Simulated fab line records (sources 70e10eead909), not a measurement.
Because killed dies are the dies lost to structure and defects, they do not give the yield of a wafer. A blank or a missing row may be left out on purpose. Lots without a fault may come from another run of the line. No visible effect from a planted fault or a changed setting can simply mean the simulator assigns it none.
fab line records    flow nand-harc
[record] lots = 15  wafers = 45  last-day = 25
route steps=1159 shown P_CONTACT@249 P_M0@268
lots untouched by any fault: they come from a run of this same line in which no faults occurred
start-h: hours from the record's first day to the start of the lot's first wafer shown    wait-h: how many hours have passed since the lot's step before this one    " same as the row above    L1.1+2: a row that stands for several wafers    - no value, or no start was given    * or withheld: withheld    < > ~ a bound
route shown NAME@n: a module of which the file shows steps, and the number in the route of the first    usual: average and standard deviation across the fault-free wafers    same: alike in all rows    chamber/n: place in a boat    sites: readings site by site    _std_site: standard deviation across them    _edge_site: inner sites' mean taken away from outer sites' mean    radius-mm: for every site, how far away it sits from the centre of the wafer    mask NAME#n: copy n    behind: the most recent tool/chamber to have shaped the wafer    hold: why the lot went on hold/how many hours it stayed there/how the hold came to an end    device: which transistor (n, p or np) failed to switch    end of line: the same wafers' tests at the end of the route    for a step that has no rows: nothing shown but its recipe    killed: count of dies lost to structure and defects at first sort (not the wafer's yield)    map: a wafer's dies, x killed, . not, _ none there
set.NAME: the setting that was run; set.NAME@STEP: the one run at that earlier step    model.NAME: the simulator's own value behind a step, which no gauge read
route steps across a sampled set of lots; one table per step, one row per wafer
services: from which hour (start-h, from the record's first day; less than 0 if before it) a tool's chamber was out of use, for how many hours, and why
[[steps]]
[step NHARC_P_CONTACT_CMP_24]
[recipe] t-overpolish-s = 30  target-thk-nm = 200
[usual] edge-zone-pressure-frac = 1.000/0.0053  motor-current-A = 11.6/0.9  overpolish-run-s = 30.000/0.0086  time-to-endpoint-s = 39.6/2.2
lot.wafer  tool    chamber  start-h  wait-h  edge-zone-pressure-frac  motor-current-A  overpolish-run-s  time-to-endpoint-s
L528.1     cmp-01  2        127.98   0.5     0.997                    12.8             29.989            39.7
L528.3     "       0        "        "       1.003                    11.9             30.003            41.2
L528.6     "       1        "        "       1.006                    10.9             30.014            36.3
L531.2     cmp-01  2        132.39   0.6     1.006                    13.0             30.008            40.3
L531.3     "       1        "        "       1.002                    11.4             30.001            39.9
L531.5     "       3        "        "       1.007                    11.7             30.000            35.3
L529.3     cmp-01  0        138.83   0.4     0.995                    11.8             30.000            41.8
L529.2     "       1        "        "       0.996                    11.7             30.013            40.6
L529.5     "       1        "        "       1.000                    11.0             29.999            37.1
L532.3     cmp-03  2        145.13   0.3     0.996                    11.0             29.995            37.9
L532.4     "       3        "        "       0.994                    10.7             30.013            41.1
L532.5     "       2        "        "       0.997                    11.7             30.007            36.5
L533.1     cmp-03  2        150.77   0.6     0.996                    11.1             30.007            39.5
L533.4     "       1        "        "       1.009                    11.4             30.004            39.9
L533.6     "       3        "        "       0.999                    11.3             30.016            37.5
L534.1     cmp-04  1        155.88   1.0     0.990                    12.3             29.990            37.2
L534.5     "       1        "        "       1.000                    12.0             29.995            38.3
L534.6     "       2        "        "       1.006                    12.5             30.005            39.7
L535.2     cmp-01  3        165.62   0.5     1.010                    11.0             29.994            43.3
L535.4     "       1        "        "       0.998                    10.4             29.979            43.1
L535.6     "       3        "        "       1.004                    10.9             29.991            43.3
L536.3     cmp-01  3        170.82   0.3     1.002                    11.5             29.992            40.7
L536.4     "       0        "        "       0.995                    11.7             30.009            41.6
L536.1     "       1        "        "       0.996                    10.8             30.021            38.7
L541.1     cmp-04  2        196.28   0.6     1.001                    13.3             30.008            41.0
L541.3     "       0        "        "       1.009                    10.8             30.005            36.3
L541.5     "       2        "        "       0.999                    13.3             30.008            39.6
L540.4     cmp-04  2        196.88   0.4     1.003                    13.0             29.982            38.3
L540.5     "       3        "        "       1.004                    10.6             30.003            41.4
L540.6     "       0        "        "       0.997                    10.5             29.989            35.6
L544.3     cmp-03  2        213.53   0.4     1.006                    11.5             30.004            39.0
L544.2     "       3        "        "       0.994                    11.4             29.997            39.5
L544.4     "       1        "        "       0.996                    12.0             30.008            38.2
L543.3     cmp-01  2        214.06   0.4     0.997                    13.0             30.002            38.9
L543.1     "       3        "        "       0.997                    11.7             30.002            38.2
L543.4     "       1        "        "       0.995                    11.3             29.993            33.0
L546.4     cmp-03  0        229.61   0.3     0.994                    11.0             29.999            38.7
L546.2     "       1        "        "       0.999                    12.2             29.991            38.9
L546.5     "       0        "        "       0.991                    11.5             30.002            38.8
L549.4     cmp-04  2        239.29   0.3     0.997                    13.7             29.992            38.4
L549.3     "       0        "        "       0.998                    10.9             29.989            36.5
L549.6     "       1        "        "       1.008                    12.1             29.987            42.7
L550.3     cmp-04  3        255.67   0.4     1.000                    10.1             29.996            41.1
L550.5     "       0        "        "       0.994                    10.2             30.023            37.8
L550.6     "       1        "        "       1.002                    11.7             30.003            42.4
[step NHARC_P_M0_ETCH_15]
[recipe] target-depth-a = 1500  overetch-a = 150  time-s = 82.5  c4f8-flow-sccm = withheld  ar-flow-sccm = 400  rf-w = 600  bias-w = 300  chemistry = C4F8/Ar
[usual] oes-product-au = 0.962/0.02  rf-vpp-V = 441.1/2.6
[same] time-s = 82.5
lot.wafer  tool         chamber  start-h  wait-h  oes-product-au  rf-hours-counter-h  rf-vpp-V
L528.1     rie-diel-03  1        -        -       0.962           6.8                 443.0
L528.3     "            2        "        "       0.959           6.9                 435.2
L528.6     "            2        "        "       0.945           -                   437.7
L531.2     rie-diel-13  0        -        -       0.935           1.5                 440.3
L531.3     "            1        "        "       0.933           1.7                 441.3
L531.5     "            3        "        "       0.929           -                   440.9
L529.3     rie-diel-03  1        -        -       0.966           7.6                 442.5
L529.2     "            2        "        "       0.959           8.0                 438.0
L529.5     "            2        "        "       0.967           -                   436.9
L532.4     rie-diel-13  1        -        -       0.968           2.4                 439.8
L532.3     "            2        "        "       0.990           2.9                 444.1
L532.5     "            0        "        "       0.970           -                   441.1
L533.1     rie-diel-01  3        -        -       0.972           0.1                 442.6
L533.4     "            1        "        "       0.964           0.1                 441.5
L533.6     "            3        "        "       0.974           -                   445.0
L534.1     rie-diel-03  0        -        -       0.926           8.4                 441.4
L534.6     "            0        "        "       0.943           -                   440.9
L534.5     "            1        "        "       0.917           -                   441.5
L535.4     rie-diel-13  0        -        -       0.971           4.0                 442.4
L535.2     "            1        "        "       0.984           3.6                 441.8
L535.6     "            1        "        "       0.983           -                   440.7
L536.1     rie-diel-01  2        -        -       0.926           1.6                 438.0
L536.4     "            3        "        "       0.923           1.7                 444.0
L536.3     "            0        "        "       0.920           1.5                 438.1
L541.3     rie-diel-13  1        -        -       0.959           5.4                 440.2
L541.1     "            2        "        "       0.961           5.7                 443.5
L541.5     "            2        "        "       0.972           -                   443.8
L540.4     rie-diel-01  3        -        -       0.971           3.0                 444.7
L540.6     "            3        "        "       0.954           -                   445.2
L540.5     "            0        "        "       0.944           -                   440.5
L544.3     rie-diel-01  2        -        -       0.942           3.5                 436.6
L544.2     "            3        "        "       0.954           3.8                 445.5
L544.4     "            0        "        "       0.975           3.7                 439.9
L543.3     rie-diel-01  3        -        -       0.983           3.9                 444.9
L543.1     "            0        "        "       0.977           3.8                 440.8
L543.4     "            1        "        "       0.968           3.5                 440.5
L546.2     rie-diel-01  1        -        -       0.977           3.8                 442.4
L546.4     "            3        "        "       0.956           4.2                 443.1
L546.5     "            2        "        "       0.949           -                   438.6
L549.4     rie-diel-03  1        -        -       0.972           1.0                 442.6
L549.3     "            2        "        "       0.962           1.3                 437.1
L549.6     "            0        "        "       0.986           -                   441.0
L550.3     rie-diel-03  0        -        -       0.972           2.6                 440.1
L550.6     "            2        "        "       0.983           -                   436.4
L550.5     "            3        "        "       0.962           -                   444.0
[step NHARC_P_M0_CMP_23]
[recipe] t-overpolish-s = 20  target-thk-nm = 117.53
[usual] edge-zone-pressure-frac = 1.000/0.0048  motor-current-A = 11.5/0.79  time-to-endpoint-s = 27.8/2.1
lot.wafer  tool    chamber  start-h  wait-h  edge-zone-pressure-frac  motor-current-A  time-to-endpoint-s
L528.1     cmp-03  0        131.57   -       0.999                    11.2             26.2
L528.3     "       1        "        "       1.002                    11.9             25.4
L528.6     "       0        "        "       0.992                    9.9              27.7
L531.2     cmp-02  0        136.01   -       1.004                    11.0             31.1
L531.3     "       2        "        "       0.998                    12.9             26.0
L531.5     "       1        "        "       1.003                    10.5             27.5
L529.2     cmp-01  3        142.48   -       0.998                    11.2             30.6
L529.3     "       2        "        "       0.998                    13.2             31.0
L529.5     "       3        "        "       1.001                    11.4             26.9
L532.3     cmp-03  1        148.57   -       1.008                    11.8             25.7
L532.4     "       2        "        "       0.994                    10.7             26.6
L532.5     "       3        "        "       0.998                    10.6             27.4
L533.1     cmp-01  3        154.28   -       1.004                    11.1             32.0
L533.4     "       1        "        "       1.004                    11.1             29.7
L533.6     "       0        "        "       1.002                    12.3             30.9
L534.1     cmp-02  1        159.49   -       -                        -                -
L534.5     "       1        "        "       -                        -                -
L534.6     "       2        "        "       -                        -                -
L535.2     cmp-01  1        169.11   -       -                        -                -
L535.4     "       2        "        "       -                        -                -
L535.6     "       3        "        "       -                        -                -
L536.1     cmp-02  1        174.43   -       -                        -                -
L536.4     "       2        "        "       -                        -                -
L536.3     "       3        "        "       -                        -                -
L541.1     cmp-01  0        199.80   -       1.002                    11.5             29.3
L541.3     "       2        "        "       1.002                    13.0             30.1
L541.5     "       0        "        "       1.008                    12.0             28.5
L540.4     cmp-03  0        200.45   -       0.999                    10.9             25.1
L540.5     "       1        "        "       1.003                    12.3             22.7
L540.6     "       2        "        "       1.000                    11.8             26.2
L544.4     cmp-03  2        217.05   -       1.005                    11.2             29.0
L544.2     "       3        "        "       0.993                    10.4             29.2
L544.3     "       0        "        "       0.999                    11.9             28.1
L543.1     cmp-01  2        217.60   -       0.997                    13.1             29.1
L543.3     "       3        "        "       1.000                    11.0             28.6
L543.4     "       0        "        "       0.991                    12.3             27.5
L546.2     cmp-02  2        233.35   -       0.990                    13.4             27.5
L546.4     "       0        "        "       1.004                    10.8             27.1
L546.5     "       2        "        "       0.996                    12.4             22.8
L549.3     cmp-01  3        242.92   -       1.003                    11.2             27.8
L549.4     "       0        "        "       0.999                    12.0             27.8
L549.6     "       1        "        "       0.998                    12.2             25.6
L550.3     cmp-02  0        259.16   -       1.001                    10.3             25.4
L550.6     "       2        "        "       0.990                    12.7             24.2
L550.5     "       3        "        "       0.993                    10.5             26.3
[step NHARC_P_M0_THK_MEAS_24]
[recipe] thk-meas-gauge = xrf
[usual] thk-nm = 117.1/1.3
lot.wafer  tool           chamber  start-h  wait-h  thk-nm
L528.1     film-metro-02  -        131.86   -       117.0
L528.3     "              -        "        "       116.9
L528.6     "              -        "        "       117.6
L531.2     film-metro-01  -        136.33   -       119.4
L531.3     "              -        "        "       119.1
L531.5     "              -        "        "       118.4
L529.2     film-metro-02  -        142.79   -       117.2
L529.3     "              -        "        "       118.2
L529.5     "              -        "        "       117.9
L532.3     film-metro-01  -        148.83   -       115.6
L532.4     "              -        "        "       116.6
L532.5     "              -        "        "       115.8
L533.1     film-metro-01  -        154.60   -       118.6
L533.4     "              -        "        "       117.7
L533.6     "              -        "        "       117.4
L534.1     film-metro-02  -        159.81   0.3     400.3
L534.5     "              -        "        "       407.2
L534.6     "              -        "        "       395.7
L535.2     film-metro-01  -        169.36   0.2     403.9
L535.4     "              -        "        "       402.9
L535.6     "              -        "        "       400.6
L536.1     film-metro-02  -        174.74   0.3     394.7
L536.3     "              -        "        "       399.8
L536.4     "              -        "        "       396.3
L541.1     film-metro-02  -        200.09   -       117.7
L541.3     "              -        "        "       117.5
L541.5     "              -        "        "       117.7
L540.4     film-metro-01  -        200.68   -       117.4
L540.5     "              -        "        "       118.1
L540.6     "              -        "        "       114.6
L544.2     film-metro-02  -        217.37   -       118.9
L544.3     "              -        "        "       118.6
L544.4     "              -        "        "       116.1
L543.1     film-metro-01  -        217.91   -       115.1
L543.3     "              -        "        "       116.7
L543.4     "              -        "        "       115.1
L546.2     film-metro-01  -        233.67   -       116.4
L546.4     "              -        "        "       116.1
L546.5     "              -        "        "       115.4
L549.3     film-metro-02  -        243.19   -       117.0
L549.4     "              -        "        "       118.2
L549.6     "              -        "        "       115.5
L550.3     film-metro-01  -        259.42   -       116.9
L550.5     "              -        "        "       119.0
L550.6     "              -        "        "       116.9
[step NHARC_P_M0_PRE_CLEAN_31]
[recipe] time-s = 12  temp-c = 370  rf-power-w = 300  gas = NH3
[usual] heater-power-w = 623/84  susceptor-temp-C = 369.98/0.2
[same] time-s = 12
lot.wafer  tool      chamber  start-h  wait-h  heater-power-w  susceptor-temp-C
L528.1     pecvd-01  0        132.09   0.1     511             370.05
L528.3     "         1        "        "       679             369.76
L528.6     "         1        "        "       698             369.95
L531.3     pecvd-02  1        136.59   0.1     661             370.25
L531.2     "         2        "        "       560             370.23
L531.5     "         2        "        "       556             370.11
L529.2     pecvd-01  0        143.04   0.1     488             370.45
L529.3     "         1        "        "       727             370.19
L529.5     "         1        "        "       706             369.95
L532.3     pecvd-03  1        149.08   0.1     678             370.01
L532.5     "         2        "        "       744             370.00
L532.4     "         1        "        "       668             369.80
L533.1     pecvd-01  1        154.84   0.1     698             370.12
L533.6     "         1        "        "       687             370.35
L533.4     "         2        "        "       758             370.14
L534.1     pecvd-01  0        160.05   0.1     536             370.30
L534.5     "         1        "        "       651             369.34
L534.6     "         0        "        "       530             370.32
L535.2     pecvd-02  2        170.30   0.8     637             369.98
L535.6     "         0        "        "       540             370.02
L535.4     "         2        "        "       647             369.95
L536.3     pecvd-03  2        174.96   0.1     760             369.93
L536.1     "         1        "        "       740             369.90
L536.4     "         0        "        "       639             369.47
L541.1     pecvd-02  1        200.33   0.1     655             369.88
L541.3     "         2        "        "       650             370.05
L541.5     "         0        "        "       518             369.80
L540.6     pecvd-02  0        201.12   0.3     470             369.97
L540.5     "         1        "        "       565             370.06
L540.4     "         2        "        "       656             370.32
L544.2     pecvd-02  2        217.61   0.1     650             370.21
L544.3     "         0        "        "       586             370.25
L544.4     "         2        "        "       657             370.19
L543.3     pecvd-03  2        218.14   0.1     727             369.87
L543.1     "         1        "        "       717             369.90
L543.4     "         1        "        "       697             370.07
L546.2     pecvd-01  1        233.93   0.1     688             369.85
L546.4     "         0        "        "       455             369.58
L546.5     "         1        "        "       676             369.86
L549.3     pecvd-03  2        243.41   0.1     624             370.09
L549.4     "         2        "        "       628             369.85
L549.6     "         1        "        "       679             369.83
L550.3     pecvd-03  2        259.66   0.1     625             369.54
L550.5     "         2        "        "       657             369.90
L550.6     "         0        "        "       662             370.01
[[services]]
tool         chamber  start-h  hours  kind
cmp-04       -        105.00   4.0    pm
cmp-02       -        107.86   1.8    repair
pecvd-03     -        111.27   13.0   pm
pecvd-01     2        124.68   12.8   repair
pecvd-02     -        124.89   0.5    repair
cmp-02       -        126.63   1.0    repair
cmp-02       -        128.57   4.0    pm
pecvd-01     2        137.55   13.5   repair
rie-diel-01  -        138.14   9.0    pm
cmp-02       -        150.66   0.3    repair
pecvd-02     -        153.44   13.0   pm
cmp-03       -        156.00   4.0    pm
pecvd-01     2        157.18   8.7    repair
rie-diel-03  -        166.84   3.1    repair
pecvd-01     -        167.42   7.7    repair
cmp-01       -        179.50   4.0    pm
rie-diel-03  -        193.39   0.6    repair
cmp-04       -        203.00   4.0    pm
cmp-02       -        211.43   4.2    repair
rie-diel-03  -        215.39   9.0    pm
cmp-04       -        218.65   1.8    repair
pecvd-02     -        220.80   1.6    repair
cmp-02       -        226.57   4.0    pm
cmp-03       -        254.02   4.0    pm
[[key]]
[first-sign] step = NHARC_P_M0_CMP_23  reading = tool-record  direction = missing
[effect] step = NHARC_P_M0_THK_MEAS_24  reading = thk-nm  direction = up  sigmas = 99+  usual = 117.1  struck = 400.2
met-at NHARC_P_M0_CMP_23
struck-lots L534,L535,L536
later-rows-left-out L534.1,L534.5,L534.6,L535.2,L535.4,L535.6,L536.1,L536.3,L536.4
sort-left-out L534.1,L534.5,L534.6,L535.2,L535.4,L535.6,L536.1,L536.3,L536.4
not-acting-at NHARC_P_CONTACT_CMP_24,NHARC_P_M0_ETCH_15,NHARC_P_M0_PRE_CLEAN_31
onset-between 154.28 159.49
[fault] kind = skipped-step-whole  tool = cmp-01,cmp-02  chamber = -  onset-h = 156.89  steps = NHARC_P_M0_CMP_23  scope = struck-lots-only
// sort-left-out: the simulated sort isn't trusted on such a fault, so these wafers' sort isn't shown, and their yield isn't known
// later-rows-left-out: the simulator's readings of these wafers behind a module that went badly wrong aren't trusted and aren't shown, but for the sort
